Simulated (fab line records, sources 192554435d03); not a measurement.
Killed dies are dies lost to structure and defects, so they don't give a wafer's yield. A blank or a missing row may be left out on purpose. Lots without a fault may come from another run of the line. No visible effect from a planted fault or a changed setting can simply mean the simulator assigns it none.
Matching of chambers | flow n5-finfet | ald-metal-04 running N5_BEOL_M3_ALD_84: 4 sister chambers
The step deposits TaN, pulse time 2 s, purge time 3 s, co reactant purge time 2 s. 16 wafers are shown with their chamber, then 8 later ones without.

== WAFERS WITH THEIR CHAMBER ==
wafer  | chamber | heater-power-w (W)
L076.1 | 1       | 429
L076.2 | 3       | 399
L076.4 | 1       | 422
L082.1 | 3       | 388
L082.2 | 0       | 439
L082.6 | 1       | 402
L083.2 | 1       | 423
L083.4 | 3       | 383
L083.6 | 1       | 409
L084.1 | 0       | 455
L084.2 | 2       | 353
L084.6 | 3       | 383
L085.1 | 2       | 347
L085.5 | 2       | 357
L085.6 | 1       | 421
L092.2 | 3       | 399

SIGNATURES, as means of the wafers listed above
reading        | chamber 0 | chamber 1 | chamber 2 | chamber 3 | scatter within a chamber
heater-power-w | 447.00    | 417.67    | 352.33    | 390.40    | 8.89
Rule: a wafer lies at a distance from a chamber equal to the root of the sum of squares, over the readings, of (its reading less the chamber's mean, divided by the reading's scatter). If the next closest chamber is less than 2 further off than the closest, the wafer can't be placed; otherwise it belongs to the closest. The scatter: the root of (the sum of the squares of (reading less its chamber's mean) over the shown wafers, divided by (wafers less chambers)).

== WAFERS MISSING THEIR CHAMBER ==
wafer  | heater-power-w (W)
L092.4 | 355
L092.6 | 339
L093.1 | 344
L093.4 | 441
L093.6 | 443
L096.1 | 344
L096.4 | 392
L096.6 | 396

== EACH ONE'S CHAMBER ==
wafer  | from the rows above     | in truth
L092.4 | 2                       | 2
L092.6 | 2                       | 2
L093.1 | 2                       | 2
L093.4 | can't be placed: 0 or 1 | 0
L093.6 | 0                       | 0
L096.1 | 2                       | 2
L096.4 | 3                       | 3
L096.6 | can't be placed: 3 or 1 | 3
Placed correctly: 6 of 8. Not placeable from these rows: 2 (in 2, the candidates include the true chamber). Number placed wrongly: 0.
